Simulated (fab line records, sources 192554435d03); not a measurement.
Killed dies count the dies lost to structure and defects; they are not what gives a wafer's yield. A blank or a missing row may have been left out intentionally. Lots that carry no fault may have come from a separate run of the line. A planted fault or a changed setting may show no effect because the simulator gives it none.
Matching of chambers -- flow n5-finfet -- 3 sister chambers for N5_BEOL_M9_CVD_78 on cvd-co-01
The step deposits Co from CCTBA/H2, target thk 2 nm, time 138.9 s. 16 wafers are shown with their chamber, then 7 later ones without.

== WAFERS, EACH WITH ITS CHAMBER ==
wafer,chamber,run-length-s (s)
L961.1,2,162.5
L961.2,0,162.4
L961.3,1,161.8
L963.2,1,161.8
L963.3,0,162.9
L963.4,0,162.6
L962.3,0,162.1
L962.4,0,162.8
L964.2,0,162.2
L968.3,1,162.0
L968.4,0,162.2
L975.1,0,162.6
L975.5,0,162.1
L975.6,1,162.6
L976.3,0,163.0
L976.5,2,162.3

SIGNATURES (means of the wafers above)
reading,chamber 0,chamber 1,chamber 2,scatter within a chamber
run-length-s,162.490,162.050,162.400,0.337
Rule: a wafer's distance from a chamber is the root of the sum, over the readings, of the square of ((its reading less the chamber's mean) divided by the reading's scatter). The wafer belongs to the nearest chamber; if the next one is less than 2 further off, it can't be placed. The scatter: the root of (the sum of the squares of (reading less its chamber's mean) over the shown wafers, divided by (wafers less chambers)).

== WAFERS WHOSE CHAMBER IS MISSING ==
wafer,run-length-s (s)
L976.6,162.2
L981.2,162.2
L981.4,162.4
L981.6,162.4
L983.1,163.0
L983.3,162.4
L983.5,162.1

== WHICH CHAMBER EACH WENT THROUGH ==
wafer,from the rows above,in truth
L976.6,can't be placed: 1 or 2 or 0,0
L981.2,can't be placed: 1 or 2 or 0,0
L981.4,can't be placed: 2 or 0 or 1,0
L981.6,can't be placed: 2 or 0 or 1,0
L983.1,can't be placed: 0 or 2 or 1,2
L983.3,can't be placed: 2 or 0 or 1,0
L983.5,can't be placed: 1 or 2 or 0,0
Correctly placed: 0 of 7. These rows do not allow placing 7 (true chamber among the candidates in 7). Placed wrongly: 0.
